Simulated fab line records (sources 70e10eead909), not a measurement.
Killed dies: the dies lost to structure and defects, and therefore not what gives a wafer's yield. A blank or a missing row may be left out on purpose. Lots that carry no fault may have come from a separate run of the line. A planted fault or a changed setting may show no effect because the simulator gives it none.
Struck lot and sound lot, side by side :: flow nand harc :: 14 steps out of a route of 1302
Sound: wafers L530.2, L530.3, L530.4. Struck: wafers L537.2, L537.6. The cause comes at the end.
For every step that has rows: the tool of each side, followed by ch and its chambers, followed by its first start. Under that, the readings that differ: sound wafers :: struck wafers :: difference of the means :: sigmas: that difference in standard deviations of wafers without a fault.
alike: readings whose means differ by less than 2 such deviations, and words and numbers that are the same on both sides. not compared: withheld readings, readings that some wafer has no value for, bounds like >300 that may hide the same value, and numbers for which the record gives no deviation and whose values overlap.
Wherever a step has rows on one side only, a row that says differs or no value, or a row with sigmas, the two part there. Non-overlapping numbers with no deviation appear without sigmas and do not part them. A reading missing from all wafers of one side parts the sides only when that side holds two or more wafers.

NHARC_A_ONON_D1_THK_MEAS_30: measures by ellipsometry.
  sound: film metro-01 at day 9 10:28; struck: film metro-01 at day 12 18:16
  alike: thk nm
NHARC_A_ONON_D1_DEP_33: deposits SiO2, target thk 200 nm.
  sound on pecvd-01 ch 0,1,2, day 9 10:34; struck on pecvd-01 ch 0,2, day 12 18:24
  alike: heater power w, susceptor temp C, throttle valve pct
NHARC_A_ONON_D1_THK_MEAS_34: measures by ellipsometry.
  sound: film metro-01 at day 9 10:56; struck: film metro-01 at day 12 18:44
  alike: thk nm
NHARC_A_ONON_D1_INSPECT_32:
  sound: defect inspect-01 at day 9 11:01; struck: defect inspect-01 at day 12 18:47
  alike: raw defect count
NHARC_A_CHANNEL_HOLE_D1_DEP_00: deposits aC, target thk 3100 nm.
  sound on acl dep-02 ch 0, day 9 11:24; struck on acl dep-03 ch 0, day 12 19:11
reading: susceptor temp C (C)
sound: - - -
struck: 400.29 400.24
difference: no value on the sound wafers
sigmas: 
  alike: throttle valve pct
NHARC_A_CHANNEL_HOLE_D1_DEP_01: deposits SiON, target thk 140 nm.
  sound on pecvd-01 ch 0,1, day 9 13:00; struck on pecvd-02 ch 2, day 12 20:48
  alike: heater power w, susceptor temp C
then, 5 steps without rows for these wafers: NHARC_A_CHANNEL_HOLE_D1_DEHYDRATE_02 (time 120 s); NHARC_A_CHANNEL_HOLE_D1_HMDS_03 (time 30 s); NHARC_A_CHANNEL_HOLE_D1_COAT_36 (time 75 s); NHARC_A_CHANNEL_HOLE_D1_COAT_37 (time 65 s); NHARC_A_CHANNEL_HOLE_D1_COAT_04 (resist thk 90 nm).
NHARC_A_CHANNEL_HOLE_D1_SOFTBAKE_05: time 55 s.
  sound on litho track-06 ch 0, day 9 13:00; struck on litho track-04 ch 0, day 12 21:00
reading: heater power total W (W)
sound: 188.53 188.33 188.47
struck: 323.31 323.13
difference: +134.78
sigmas: +99 or more

reading: plate temp C (C)
sound: 104.97 104.97 105.03
struck: - -
difference: no value on the struck wafers
sigmas: 
then, 2 steps without rows for these wafers: NHARC_A_CHANNEL_HOLE_D1_EBR_06; NHARC_END_SORT_01.

== WHERE THEY PART ==
Earliest at NHARC_A_CHANNEL_HOLE_D1_DEP_00; latest, in this record, at NHARC_A_CHANNEL_HOLE_D1_SOFTBAKE_05.

WHY: what had been put in by the simulator
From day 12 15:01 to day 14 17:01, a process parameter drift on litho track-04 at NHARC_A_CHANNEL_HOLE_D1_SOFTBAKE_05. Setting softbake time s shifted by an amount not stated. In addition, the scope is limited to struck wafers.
